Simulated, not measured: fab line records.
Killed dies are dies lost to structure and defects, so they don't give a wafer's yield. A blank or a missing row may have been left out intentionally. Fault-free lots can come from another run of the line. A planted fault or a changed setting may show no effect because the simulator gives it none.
Chamber matching || flow n5-finfet || N5_SPACER0_ALD_07 on ald-sin-01: 4 sister chambers
The step deposits SiNx, target thk 2 nm. 8 wafers are shown with their chamber, then 7 later ones without.

== WAFERS, EACH WITH ITS CHAMBER ==
{"wafer": "L939.6", "chamber": 1, "heater-power-w (W)": 885}
{"wafer": "L945.1", "chamber": 1, "heater-power-w (W)": 888}
{"wafer": "L945.2", "chamber": 2, "heater-power-w (W)": 945}
{"wafer": "L949.1", "chamber": 2, "heater-power-w (W)": 971}
{"wafer": "L950.5", "chamber": 3, "heater-power-w (W)": 720}
{"wafer": "L950.6", "chamber": 0, "heater-power-w (W)": 998}
{"wafer": "L952.1", "chamber": 0, "heater-power-w (W)": 979}
{"wafer": "L952.2", "chamber": 3, "heater-power-w (W)": 736}

== WAFERS WITH NO CHAMBER GIVEN ==
{"wafer": "L952.3", "heater-power-w (W)": 947}
{"wafer": "L953.1", "heater-power-w (W)": 1015}
{"wafer": "L953.2", "heater-power-w (W)": 959}
{"wafer": "L953.3", "heater-power-w (W)": 900}
{"wafer": "L958.1", "heater-power-w (W)": 902}
{"wafer": "L958.4", "heater-power-w (W)": 738}
{"wafer": "L958.6", "heater-power-w (W)": 974}

== CHAMBER TAKEN BY EACH ==
{"wafer": "L952.3", "from the rows above": 2, "in truth": 2}
{"wafer": "L953.1", "from the rows above": 0, "in truth": 0}
{"wafer": "L953.2", "from the rows above": 2, "in truth": 2}
{"wafer": "L953.3", "from the rows above": 1, "in truth": 1}
{"wafer": "L958.1", "from the rows above": 1, "in truth": 1}
{"wafer": "L958.4", "from the rows above": 3, "in truth": 3}
{"wafer": "L958.6", "from the rows above": "can't be placed: 0 or 2", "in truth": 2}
Correctly placed: 6 of 7. From these rows, 1 cannot be placed; in 1 the true chamber is one of the candidates. Placed wrongly: 0.
How it was worked out, from the rows above alone: a wafer's distance from a chamber is the root of the sum, over the readings, of the square of ((its reading less the chamber's mean) divided by the reading's scatter). The wafer belongs to the nearest chamber; if the next one is less than 2 further off, it can't be placed. The mean given for a chamber averages the wafers shown for that chamber. The scatter: take each reading less its chamber's mean, square it, sum over the shown wafers, divide by the number of wafers less the number of chambers, and take the root.
